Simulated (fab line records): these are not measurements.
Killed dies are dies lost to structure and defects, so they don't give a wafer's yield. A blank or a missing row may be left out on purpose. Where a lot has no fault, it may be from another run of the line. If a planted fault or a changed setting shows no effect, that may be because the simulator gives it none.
fab line records + flow n5Finfet
[record]
- lots = 9
- wafers = 24
- lastDay = 18
route steps=1938 shown MOL_CONTACT_COAG@530 BEOL_M4@1111
lots with no fault: from the same line, run without faults
startH: start of the lot's first displayed wafer, in hours after the record's first day + waitH: hours from the lot's prior step to this one + " repeats the value in the row above + L1.1+2: one row covering several wafers at once + - no value, or no start was given + * or withheld: withheld + < > ~ a bound
route shown NAME@n: NAME is a module with steps in the file, n the number in the route of the first one + usual: mean and standard deviation over wafers with no fault + same: alike in all rows + chamber/n: place in a boat + sites: per-site readings + _std_site: the values' standard deviation + _edge_site: inner sites' mean taken away from outer sites' mean + radiusMm: how far each site lies from the wafer's centre + mask NAME#n: copy n + behind: the tool/chamber that last shaped the wafer + hold: why the lot was held/for how many hours/how that ended + device: which transistor (n, p or np) failed to switch + end of line: the route-end tests of the same wafers + a step given without rows: its recipe and nothing more + killed: count of dies lost to structure and defects at first sort (not the wafer's yield) + map: dies across one wafer; x = killed, . = not, _ = none there
set.NAME: the setting that was run; set.NAME@STEP: the one run at that earlier step + model.NAME: the simulator's own value behind a step, which no gauge read
one table for each step of the route and one row for each wafer, over a sample of lots
services: a tool's chamber out of use, with start hour (startH, from the record's first day; less than 0 if before it), hours out, and reason
[[steps]]
[step N5_MOL_CONTACT_COAG_ETCH_59]
[recipe]
- chemistry = N2/H2
- target = underlayer
- targetDepthA = 130
- maskMaterial = CAR-EUV
- timeS = 10.4
- ionEnergyEv = 200
- pressureMtorr = 30
- sourceW = 840
- biasW = 150
- n2FlowSccm = 200
- h2FlowSccm = 200
- ends = cleared
[usual]
- biasW = 150.0/0.44
- chamberPressureMTorr = 29.995/0.029
- drypumpMotorCurrentA = 5.7/0.37
- etchRfOnTimeS = 10.36/0.26
- oesProductAu = 0.66/0.079
- rfVppV = 524.9/2.3
- showerheadPlenumPTorr = 2.58/0.075
- throttleValvePct = 17.89/0.27
| lot.wafer | tool       | chamber | startH | waitH | biasW | chamberPressureMTorr | drypumpMotorCurrentA | etchRfOnTimeS | oesProductAu | rfHoursCounterH | rfVppV | showerheadPlenumPTorr | throttleValvePct |
|-----------|------------|---------|--------|-------|-------|----------------------|----------------------|---------------|--------------|-----------------|--------|-----------------------|------------------|
| L913.1    | rieDiel-04 | 0       | 110.88 | 0.0   | 150.7 | 30.003               | 5.3                  | 10.40         | 0.60         | 220             | 526.2  | 2.60                  | 18.09            |
| L913.4    | "          | 3       | "      | "     | 150.1 | 29.981               | 5.4                  | 10.25         | 0.62         | 206             | 522.2  | 2.51                  | 17.97            |
| L913.5    | "          | 0       | "      | "     | 149.9 | 29.955               | 5.3                  | 10.23         | 0.60         | -               | 526.3  | 2.60                  | 18.09            |
| L914.3    | rieDiel-04 | 0       | 117.63 | 0.0   | 150.1 | 30.055               | 5.3                  | 10.27         | 0.60         | 223             | 526.1  | 2.60                  | 18.09            |
| L914.4    | "          | 3       | "      | "     | 149.5 | 29.965               | 5.4                  | 10.07         | 0.62         | 209             | 521.6  | 2.51                  | 17.98            |
| L914.6    | "          | 3       | "      | "     | 150.9 | 29.967               | 5.4                  | 10.10         | 0.63         | -               | 523.2  | 2.51                  | 17.97            |
| L916.2    | rieDiel-06 | 3       | 130.89 | 0.0   | 149.7 | 30.021               | 5.7                  | 10.37         | 0.81         | 2               | 525.5  | 2.61                  | 17.49            |
| L916.3    | "          | 0       | "      | "     | 149.6 | 30.010               | 5.3                  | 10.82         | 0.58         | 190             | 521.2  | 2.41                  | 17.78            |
| L916.5    | "          | 0       | "      | "     | 149.8 | 29.991               | 5.4                  | 10.73         | 0.59         | -               | 520.4  | 2.41                  | 17.80            |
| L917.3    | rieDiel-04 | 0       | 139.34 | 0.0   | 150.5 | 30.030               | 5.4                  | 10.26         | 0.60         | 231             | 526.7  | 2.60                  | 18.12            |
| L917.4    | "          | 1       | "      | "     | 149.6 | 29.996               | 5.4                  | 10.51         | 0.62         | 217             | 527.0  | 2.64                  | 18.20            |
| L917.6    | "          | 3       | "      | "     | 150.5 | 29.987               | 5.4                  | 10.19         | 0.62         | -               | 522.6  | 2.51                  | 17.98            |
| L922.2    | rieDiel-06 | 0       | 167.07 | 0.0   | 149.8 | 29.998               | 5.3                  | 10.71         | 0.59         | 205             | 520.2  | 2.40                  | 17.81            |
| L922.3    | "          | 2       | "      | "     | 149.6 | 30.033               | 6.4                  | 10.16         | 0.83         | 9               | 524.9  | 2.59                  | 17.44            |
| L922.6    | "          | 3       | "      | "     | 150.6 | 29.982               | 5.7                  | 10.25         | 0.78         | -               | 525.1  | 2.61                  | 17.53            |
| L926.2    | rieDiel-04 | 3       | 192.26 | 0.0   | 149.6 | 30.026               | 5.4                  | 10.19         | 0.61         | 235             | 522.2  | 2.50                  | 18.03            |
| L926.4    | "          | 0       | "      | "     | 150.5 | 29.967               | 5.3                  | 10.22         | 0.58         | 248             | 525.9  | 2.59                  | 18.17            |
| L930.2    | rieDiel-06 | 0       | 212.38 | 0.0   | 150.2 | 29.994               | 5.3                  | 10.89         | 0.57         | 221             | 521.6  | 2.39                  | 17.83            |
| L930.4    | "          | 3       | "      | "     | 150.0 | 30.005               | 5.7                  | 10.37         | 0.74         | 33              | 525.6  | 2.60                  | 17.54            |
| L931.4    | rieDiel-06 | 3       | 224.39 | 0.0   | 150.2 | 29.969               | 5.7                  | 10.23         | 0.74         | 38              | 523.2  | 2.60                  | 17.55            |
| L931.5    | "          | 2       | "      | "     | 149.4 | 29.998               | 6.4                  | 10.33         | 0.78         | -               | 525.2  | 2.58                  | 17.47            |
| L931.6    | "          | 1       | "      | "     | 149.8 | 30.032               | 6.5                  | 9.83          | 0.82         | -               | 526.5  | 2.58                  | 17.36            |
| L932.2    | rieDiel-05 | 0       | 227.24 | 0.0   | 150.3 | 29.988               | 5.4                  | 10.89         | 0.74         | 27              | 522.6  | 2.51                  | 17.90            |
| L932.4    | "          | 1       | "      | "     | 150.1 | 30.031               | 6.1                  | 10.09         | 0.74         | 50              | 524.7  | 2.58                  | 17.46            |
[step N5_MOL_CONTACT_COAG_ETCH_106]
[recipe]
- chemistry = N2/H2
- target = SOC
- targetDepthA = 800
- overetchA = 160
- maskMaterial = SiARC
- tempC = 40
- timeS = 120
- ionEnergyEv = 200
- pressureMtorr = 30
- sourceW = 840
- biasW = 150
- n2FlowSccm = 200
- h2FlowSccm = 200
[usual]
- biasW = 150.1/0.4
- chamberPressureMTorr = 30.001/0.025
- drypumpMotorCurrentA = 5.7/0.37
- oesProductAu = 0.69/0.081
- rfVppV = 524.9/2.1
- showerheadPlenumPTorr = 2.58/0.075
- throttleValvePct = 17.86/0.27
| lot.wafer | tool       | chamber | startH | waitH | biasW | chamberPressureMTorr | drypumpMotorCurrentA | oesProductAu | rfHoursCounterH | rfVppV | showerheadPlenumPTorr | throttleValvePct |
|-----------|------------|---------|--------|-------|-------|----------------------|----------------------|--------------|-----------------|--------|-----------------------|------------------|
| L913.1    | rieDiel-04 | 0       | 110.93 | 0.0   | 149.6 | 30.010               | 5.3                  | 0.62         | 220             | 525.1  | 2.60                  | 18.07            |
| L913.4    | "          | 3       | "      | "     | 150.0 | 30.002               | 5.4                  | 0.65         | 206             | 523.5  | 2.51                  | 17.95            |
| L913.5    | "          | 0       | "      | "     | 149.5 | 29.959               | 5.4                  | 0.64         | -               | 526.3  | 2.60                  | 18.06            |
| L914.3    | rieDiel-04 | 0       | 117.68 | 0.0   | 150.1 | 29.930               | 5.4                  | 0.63         | 223             | 526.3  | 2.60                  | 18.08            |
| L914.4    | "          | 3       | "      | "     | 149.8 | 29.986               | 5.3                  | 0.64         | 209             | 522.6  | 2.51                  | 17.96            |
| L914.6    | "          | 3       | "      | "     | 149.4 | 30.007               | 5.4                  | 0.65         | -               | 523.2  | 2.51                  | 17.96            |
| L916.2    | rieDiel-06 | 3       | 130.94 | 0.0   | 150.6 | 29.956               | 5.7                  | 0.84         | 2               | 525.5  | 2.61                  | 17.46            |
| L916.3    | "          | 0       | "      | "     | 149.9 | 30.010               | 5.3                  | 0.63         | 190             | 519.3  | 2.41                  | 17.75            |
| L916.5    | "          | 0       | "      | "     | 150.1 | 29.996               | 5.4                  | 0.63         | -               | 520.3  | 2.41                  | 17.77            |
| L917.3    | rieDiel-04 | 0       | 139.39 | 0.0   | 150.3 | 29.975               | 5.3                  | 0.62         | 231             | 526.1  | 2.60                  | 18.09            |
| L917.4    | "          | 1       | "      | "     | 150.3 | 30.015               | 5.4                  | 0.65         | 217             | 526.2  | 2.64                  | 18.20            |
| L917.6    | "          | 3       | "      | "     | 149.7 | 29.969               | 5.3                  | 0.64         | -               | 521.6  | 2.51                  | 17.95            |
| L922.2    | rieDiel-06 | 0       | 167.12 | 0.0   | 150.2 | 30.005               | 5.4                  | 0.62         | 205             | 518.7  | 2.40                  | 17.80            |
| L922.3    | "          | 2       | "      | "     | 150.5 | 30.004               | 6.4                  | 0.86         | 9               | 525.7  | 2.59                  | 17.40            |
| L922.6    | "          | 3       | "      | "     | 150.3 | 30.024               | 5.7                  | 0.80         | -               | 526.0  | 2.61                  | 17.47            |
| L926.2    | rieDiel-04 | 3       | 192.31 | 0.0   | 150.3 | 30.033               | 5.4                  | 0.63         | 235             | 524.3  | 2.50                  | 17.99            |
| L926.4    | "          | 0       | "      | "     | 150.2 | 30.012               | 5.3                  | 0.62         | 248             | 526.3  | 2.59                  | 18.11            |
| L930.2    | rieDiel-06 | 0       | 212.43 | 0.0   | 149.4 | 29.966               | 5.4                  | 0.61         | 221             | 520.6  | 2.39                  | 17.81            |
| L930.4    | "          | 3       | "      | "     | 150.9 | 29.983               | 5.7                  | 0.77         | 33              | 525.2  | 2.60                  | 17.52            |
| L931.4    | rieDiel-06 | 3       | 224.44 | 0.0   | 150.0 | 30.058               | 5.7                  | 0.77         | 38              | 526.3  | 2.60                  | 17.52            |
| L931.5    | "          | 2       | "      | "     | 149.5 | 30.033               | 6.4                  | 0.82         | -               | 524.5  | 2.58                  | 17.43            |
| L931.6    | "          | 1       | "      | "     | 150.1 | 29.987               | 6.5                  | 0.83         | -               | 525.6  | 2.58                  | 17.33            |
| L932.2    | rieDiel-05 | 0       | 227.29 | 0.0   | 149.6 | 30.002               | 5.4                  | 0.80         | 27              | 522.4  | 2.51                  | 17.88            |
| L932.4    | "          | 1       | "      | "     | 150.7 | 29.997               | 6.1                  | 0.76         | 50              | 523.4  | 2.58                  | 17.44            |
[step N5_MOL_CONTACT_COAG_CD_MEAS_99]
[recipe]
- targetCdNm = 17.2
- polarity = opening
[usual]
- cdNm = 17.2/0.47
| lot.wafer | tool     | chamber | startH | waitH | cdNm |
|-----------|----------|---------|--------|-------|------|
| L913.1    | cdSem-02 | -       | 111.24 | -     | 17.2 |
| L913.4    | "        | -       | "      | "     | 17.9 |
| L913.5    | "        | -       | "      | "     | 17.9 |
| L914.3    | cdSem-01 | -       | 117.99 | -     | 17.2 |
| L914.4    | "        | -       | "      | "     | 18.3 |
| L914.6    | "        | -       | "      | "     | 18.4 |
| L916.2    | cdSem-01 | -       | 131.25 | -     | 16.9 |
| L916.3    | "        | -       | "      | "     | 16.0 |
| L916.5    | "        | -       | "      | "     | 16.6 |
| L917.3    | cdSem-03 | -       | 139.70 | -     | 17.1 |
| L917.4    | "        | -       | "      | "     | 17.1 |
| L917.6    | "        | -       | "      | "     | 17.4 |
| L922.2    | cdSem-01 | -       | 167.44 | -     | 17.0 |
| L922.3    | "        | -       | "      | "     | 16.5 |
| L922.6    | "        | -       | "      | "     | 17.5 |
| L926.2    | cdSem-03 | -       | 192.63 | -     | 19.2 |
| L926.4    | "        | -       | "      | "     | 17.7 |
| L930.2    | cdSem-02 | -       | 212.74 | -     | 16.2 |
| L930.4    | "        | -       | "      | "     | 16.9 |
| L931.4    | cdSem-01 | -       | 224.76 | -     | 17.2 |
| L931.5    | "        | -       | "      | "     | 16.6 |
| L931.6    | "        | -       | "      | "     | 17.8 |
| L932.2    | cdSem-01 | -       | 227.61 | -     | 16.8 |
| L932.4    | "        | -       | "      | "     | 16.9 |
[step N5_MOL_CONTACT_COAG_ALD_20]
[recipe]
- material = TiN
- targetThkA = 15
- tempC = 400
- aldPrecursorFamily = TiCl4
- aldCoReactant = NH3
- pulseTimeS = 1
- purgeTimeS = 3
- coReactantPurgeTimeS = 2
- coReactantPulseTimeS = 2
- aldCycles = 68
- pressureTorr = 3
[usual]
- heaterPowerW = 889/89
- precursorPulseHeightRel = 1.001/0.017
| lot.wafer | tool        | chamber | startH | waitH | heaterPowerW | precursorPulseHeightRel | sinceWetCleanH |
|-----------|-------------|---------|--------|-------|--------------|-------------------------|----------------|
| L913.1    | aldMetal-01 | 2       | 113.92 | 0.1   | 930          | 1.020                   | 1315           |
| L913.4    | "           | 3       | "      | "     | 830          | 0.993                   | 1315           |
| L913.5    | "           | 1       | "      | "     | 835          | 1.016                   | -              |
| L914.3    | aldMetal-01 | 1       | 119.68 | 0.1   | 857          | 0.995                   | 1321           |
| L914.4    | "           | 0       | "      | "     | 879          | 1.011                   | 1321           |
| L914.6    | "           | 2       | "      | "     | 923          | 1.002                   | -              |
| L916.2    | aldMetal-04 | 2       | 132.21 | 0.1   | 744          | 1.029                   | 2872           |
| L916.3    | "           | 1       | "      | "     | 979          | 1.032                   | 2872           |
| L916.5    | "           | 1       | "      | "     | 961          | 1.023                   | -              |
| L917.3    | aldMetal-01 | 0       | 140.29 | 0.1   | 900          | 0.970                   | 1342           |
| L917.4    | "           | 1       | "      | "     | 841          | 0.990                   | 1342           |
| L917.6    | "           | 1       | "      | "     | 834          | 1.014                   | -              |
| L922.2    | aldMetal-03 | 0       | 168.44 | 0.2   | 870          | 1.021                   | 5985           |
| L922.3    | "           | 2       | "      | "     | 946          | 1.011                   | 5985           |
| L922.6    | "           | 3       | "      | "     | 765          | 1.024                   | -              |
| L926.2    | aldMetal-03 | 1       | 193.23 | 0.1   | 1027         | 1.009                   | 6010           |
| L926.4    | "           | 2       | "      | "     | 984          | 0.987                   | 6010           |
| L930.2    | aldMetal-01 | 2       | 214.82 | 0.1   | 951          | 0.987                   | 1416           |
| L930.4    | "           | 1       | "      | "     | 845          | 0.997                   | 1416           |
| L931.4    | aldMetal-03 | 2       | 225.71 | 0.1   | 951          | 1.000                   | 6043           |
| L931.5    | "           | 1       | "      | "     | 1042         | 0.982                   | -              |
| L931.6    | "           | 2       | "      | "     | 938          | 1.005                   | -              |
| L932.2    | aldMetal-03 | 3       | 228.67 | 0.1   | 752          | 1.023                   | 6045           |
| L932.4    | "           | 0       | "      | "     | 904          | 0.992                   | 6045           |
[step N5_MOL_CONTACT_COAG_ANNEAL_113]
[recipe]
- tempC = 400
- timeS = 300
- ambient = H2/N2
[usual]
- lampPowerPct = 2.59/0.19
- lamp_zone_5_pct = 2.59/0.19
- wafer_temp_C_max = 402.0/0.5
| lot.wafer | tool         | chamber | startH | waitH | lampPowerPct | lamp_zone_5_pct | wafer_temp_C_max |
|-----------|--------------|---------|--------|-------|--------------|-----------------|------------------|
| L913.1    | rtpAnneal-02 | 0       | 116.42 | 0.6   | 2.84         | 2.84            | 401.8            |
| L913.4    | "            | 0       | "      | "     | 2.83         | 2.84            | 401.2            |
| L913.5    | "            | 0       | "      | "     | 2.84         | 2.84            | 401.5            |
| L914.3    | rtpAnneal-01 | 0       | 121.95 | 0.7   | 2.45         | 2.44            | 402.8            |
| L914.4    | "            | 0       | "      | "     | 2.45         | 2.45            | 401.9            |
| L914.6    | "            | 0       | "      | "     | 2.44         | 2.44            | 402.6            |
| L916.2    | rtpAnneal-02 | 0       | 134.28 | 0.5   | 2.83         | 2.84            | 401.3            |
| L916.3    | "            | 0       | "      | "     | 2.84         | 2.84            | 401.7            |
| L916.5    | "            | 0       | "      | "     | 2.84         | 2.84            | 402.2            |
| L917.3    | rtpAnneal-01 | 0       | 142.51 | 0.6   | 2.44         | 2.45            | 401.8            |
| L917.4    | "            | 0       | "      | "     | 2.45         | 2.45            | 402.5            |
| L917.6    | "            | 0       | "      | "     | 2.45         | 2.44            | 402.5            |
| L922.2    | rtpAnneal-02 | 0       | 172.39 | 0.5   | 2.84         | 2.84            | 401.7            |
| L922.3    | "            | 0       | "      | "     | 2.84         | 2.83            | 401.6            |
| L922.6    | "            | 0       | "      | "     | 2.84         | 2.83            | 401.1            |
| L926.2    | rtpAnneal-02 | 0       | 195.99 | 0.5   | 2.84         | 2.84            | 402.0            |
| L926.4    | "            | 0       | "      | "     | 2.84         | 2.84            | 401.9            |
| L930.2    | rtpAnneal-01 | 0       | 216.70 | 0.5   | 2.44         | 2.44            | 401.9            |
| L930.4    | "            | 0       | "      | "     | 2.44         | 2.45            | 402.0            |
| L931.4    | rtpAnneal-01 | 0       | 229.33 | 0.5   | 2.44         | 2.45            | 402.6            |
| L931.5    | "            | 0       | "      | "     | 2.44         | 2.44            | 402.9            |
| L931.6    | "            | 0       | "      | "     | 2.45         | 2.45            | 402.1            |
| L932.2    | rtpAnneal-01 | 0       | 233.01 | 0.5   | 2.45         | 2.45            | 402.6            |
| L932.4    | "            | 0       | "      | "     | 2.45         | 2.45            | 402.1            |
[step N5_BEOL_M4_RC_MEAS_101]
[usual]
- DIBL_N = 36.1/2
- DIBL_P = 36.3/2.5
- IOFF_N = 0.16/0.037
- IOFF_P = 0.21/0.039
- ION_N = 678/15
- ION_P = 465/8.7
- RC_DENSE_N = 18.9/0.67
- RC_DENSE_P = 23.5/0.84
- RC_N = 15.4/0.53
- SS_N = 71.4/0.7
- SS_P = 73.3/0.74
- VT_N = 249/3.6
- VT_P = -250.0/2.9
| lot.wafer | tool      | chamber | startH | waitH | DIBL_N[mV/V] | DIBL_P[mV/V] | IOFF_N[nA/um] | IOFF_P[nA/um] | ION_N[uA/um] | ION_P[uA/um] | RC_DENSE_N[ohm.um] | RC_DENSE_P[ohm.um] | RC_N[ohm.um] | SS_N[mV/dec] | SS_P[mV/dec] | VT_N[mV] | VT_P[mV] |
|-----------|-----------|---------|--------|-------|--------------|--------------|---------------|---------------|--------------|--------------|--------------------|--------------------|--------------|--------------|--------------|----------|----------|
| L913.1    | prober-01 | 0       | 195.83 | 0.0   | 37.2         | 35.6         | 0.17          | 0.23          | 688          | 472          | 19.2               | 23.8               | 15.7         | 71.7         | 74.1         | 249      | -251.1   |
| L913.4    | "         | 0       | "      | "     | 39.2         | 36.4         | 0.20          | 0.25          | 681          | 459          | 18.2               | 22.7               | 14.9         | 72.3         | 73.8         | 247      | -249.6   |
| L913.5    | "         | 0       | "      | "     | 38.7         | 36.8         | 0.18          | 0.26          | 688          | 473          | 18.3               | 23.0               | 14.9         | 72.6         | 73.2         | 249      | -251.2   |
| L914.3    | prober-02 | 0       | 198.11 | 0.3   | 36.2         | 37.4         | 0.16          | 0.21          | 679          | 463          | 19.0               | 23.6               | 15.7         | 71.7         | 73.2         | 249      | -253.5   |
| L914.4    | "         | 0       | "      | "     | 34.6         | 35.8         | 0.13          | 0.18          | 671          | 466          | 17.7               | 21.9               | 14.5         | 71.1         | 72.5         | 256      | -253.8   |
| L914.6    | "         | 0       | "      | "     | 37.3         | 39.0         | 0.19          | 0.23          | 688          | 467          | 17.6               | 21.9               | 14.3         | 72.2         | 74.0         | 250      | -251.7   |
| L916.2    | prober-02 | 0       | 199.78 | 0.2   | 32.3         | 30.4         | 0.09          | 0.14          | 653          | 459          | 18.4               | 23.0               | 15.0         | 70.1         | 71.2         | 257      | -253.7   |
| L916.3    | "         | 0       | "      | "     | 34.5         | 33.9         | 0.12          | 0.18          | 666          | 465          | 20.0               | 24.9               | 16.2         | 71.4         | 73.0         | 251      | -250.1   |
| L916.5    | "         | 0       | "      | "     | 37.8         | 38.5         | 0.17          | 0.25          | 672          | 467          | 19.9               | 24.6               | 16.0         | 71.9         | 73.8         | 248      | -247.8   |
| L917.3    | prober-02 | 0       | 233.23 | 0.3   | 38.9         | 40.1         | 0.20          | 0.21          | 675          | 456          | 19.4               | 24.1               | 15.9         | 72.3         | 73.5         | 250      | -253.0   |
| L917.4    | "         | 0       | "      | "     | 35.9         | 37.6         | 0.15          | 0.18          | 673          | 453          | 19.0               | 23.6               | 15.6         | 71.5         | 72.7         | 252      | -254.6   |
| L917.6    | "         | 0       | "      | "     | 36.7         | 38.4         | 0.16          | 0.19          | 670          | 452          | 18.3               | 22.7               | 14.9         | 72.0         | 72.8         | 252      | -253.3   |
| L922.2    | prober-02 | 0       | 275.26 | 0.2   | 38.2         | 39.3         | 0.20          | 0.22          | 691          | 468          | 19.6               | 24.6               | 15.9         | 72.0         | 73.3         | 247      | -249.6   |
| L922.3    | "         | 0       | "      | "     | 39.7         | 41.3         | 0.26          | 0.26          | 715          | 482          | 19.6               | 24.5               | 16.0         | 72.2         | 74.2         | 241      | -246.2   |
| L922.6    | "         | 0       | "      | "     | 39.1         | 40.2         | 0.21          | 0.24          | 680          | 459          | 18.4               | 22.8               | 14.9         | 72.0         | 74.2         | 245      | -248.8   |
| L926.2    | prober-02 | 0       | 299.30 | 0.2   | 33.8         | 34.2         | 0.13          | 0.19          | 670          | 470          | 16.8               | 20.9               | 13.8         | 69.8         | 71.9         | 254      | -251.1   |
| L926.4    | "         | 0       | "      | "     | 34.1         | 34.7         | 0.14          | 0.19          | 674          | 473          | 17.9               | 22.2               | 14.7         | 70.5         | 71.9         | 251      | -250.6   |
| L930.2    | prober-02 | 0       | 306.21 | 0.2   | 38.5         | 39.9         | 0.21          | 0.22          | 685          | 455          | 20.4               | 25.8               | 16.7         | 72.0         | 74.3         | 248      | -252.6   |
| L930.4    | "         | 0       | "      | "     | 35.2         | 34.9         | 0.15          | 0.16          | 671          | 451          | 19.0               | 24.1               | 15.5         | 70.6         | 72.9         | 252      | -256.1   |
| L932.2    | prober-02 | 0       | 313.26 | 0.2   | 34.2         | 34.1         | 0.13          | 0.18          | 676          | 466          | 19.5               | 24.5               | 15.9         | 70.1         | 73.3         | 251      | -251.3   |
| L932.4    | "         | 0       | "      | "     | 36.9         | 37.5         | 0.16          | 0.23          | 672          | 468          | 19.1               | 23.6               | 15.5         | 71.6         | 74.1         | 251      | -249.1   |
| L931.4    | prober-01 | 0       | 325.44 | 0.5   | 39.8         | 41.0         | 0.25          | 0.31          | 702          | 476          | 19.9               | 24.7               | 16.1         | 72.3         | 74.4         | 242      | -245.9   |
| L931.5    | "         | 0       | "      | "     | 36.3         | 37.9         | 0.17          | 0.25          | 687          | 474          | 19.9               | 24.7               | 16.3         | 71.1         | 74.2         | 246      | -244.9   |
| L931.6    | "         | 0       | "      | "     | 37.8         | 38.1         | 0.21          | 0.24          | 689          | 460          | 18.6               | 23.5               | 15.3         | 72.4         | 74.1         | 244      | -248.1   |
[[services]]
| tool         | chamber | startH | hours | kind                        |
|--------------|---------|--------|-------|-----------------------------|
| rieDiel-05   | 1       | 102.88 | 4.1   | repair                      |
| rieDiel-06   | 3       | 109.47 | -     | clean                       |
| rieDiel-06   | 3       | 109.47 | -     | consumableReplace:focusRing |
| rieDiel-06   | 3       | 109.47 | 17.5  | scheduledDown               |
| rieDiel-06   | 3       | 109.47 | 17.5  | ventCycle                   |
| rieDiel-06   | 2       | 127.08 | -     | clean                       |
| rieDiel-06   | 2       | 127.08 | -     | consumableReplace:focusRing |
| rieDiel-06   | 2       | 127.08 | 14.0  | scheduledDown               |
| rieDiel-06   | 2       | 127.08 | 14.0  | ventCycle                   |
| aldMetal-03  | -       | 129.05 | 2.8   | pm                          |
| aldMetal-04  | -       | 143.52 | 6.0   | pm                          |
| rtpAnneal-01 | -       | 151.01 | 1.8   | pm                          |
| rieDiel-06   | 1       | 163.37 | -     | clean                       |
| rieDiel-06   | 1       | 163.37 | -     | consumableReplace:focusRing |
| rieDiel-06   | 1       | 163.37 | 11.2  | scheduledDown               |
| rieDiel-06   | 1       | 163.37 | 11.2  | ventCycle                   |
| aldMetal-01  | -       | 163.46 | 14.6  | pm                          |
| rieDiel-05   | 0       | 167.07 | 5.0   | repair                      |
| rieDiel-04   | 2       | 175.54 | 3.6   | repair                      |
| rieDiel-05   | 1       | 183.42 | 12.0  | repair                      |
| rieDiel-04   | 0       | 197.28 | -     | clean                       |
| rieDiel-05   | -       | 205.16 | 0.7   | repair                      |
| aldMetal-01  | 2       | 216.17 | 2.4   | repair                      |
| rieDiel-05   | -       | 218.37 | 0.1   | repair                      |
[[key]]
[firstSign]
- step = N5_MOL_CONTACT_COAG_CD_MEAS_99
- reading = cdNm
- direction = up
- sigmas = 4.1
- usual = 17.2
- struck = 19.2
[effect]
- step = N5_BEOL_M4_RC_MEAS_101
- reading = RC_DENSE_P
- direction = down
- sigmas = 3.1
- usual = 23.5
- struck = 20.9
[effect]
- step = N5_BEOL_M4_RC_MEAS_101
- reading = RC_DENSE_N
- direction = down
- sigmas = 3.1
- usual = 18.9
- struck = 16.8
[effect]
- step = N5_BEOL_M4_RC_MEAS_101
- reading = RC_N
- direction = down
- sigmas = 3
- usual = 15.4
- struck = 13.8
metAt N5_MOL_CONTACT_COAG_ETCH_106
struckLots L926
struckWafers L926.2
[baselineLoss]
- step = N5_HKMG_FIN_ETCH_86
- wafers = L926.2
notActingAt N5_MOL_CONTACT_COAG_ETCH_59,N5_MOL_CONTACT_COAG_ALD_20,N5_MOL_CONTACT_COAG_ANNEAL_113
onsetBetween 139.39 192.31
[fault]
- kind = processParameterDrift
- tool = rieDiel-04
- chamber = -
- onsetH = 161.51
- steps = N5_MOL_CONTACT_COAG_ETCH_106
- channel = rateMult
- offset = 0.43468
- shape = step
- endH = 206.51
- scope = struckWafersOnly
// baselineLoss: these wafers lose ten dies or more at that step, a loss of the line's own and not of a fault; the sort's usual values leave them out
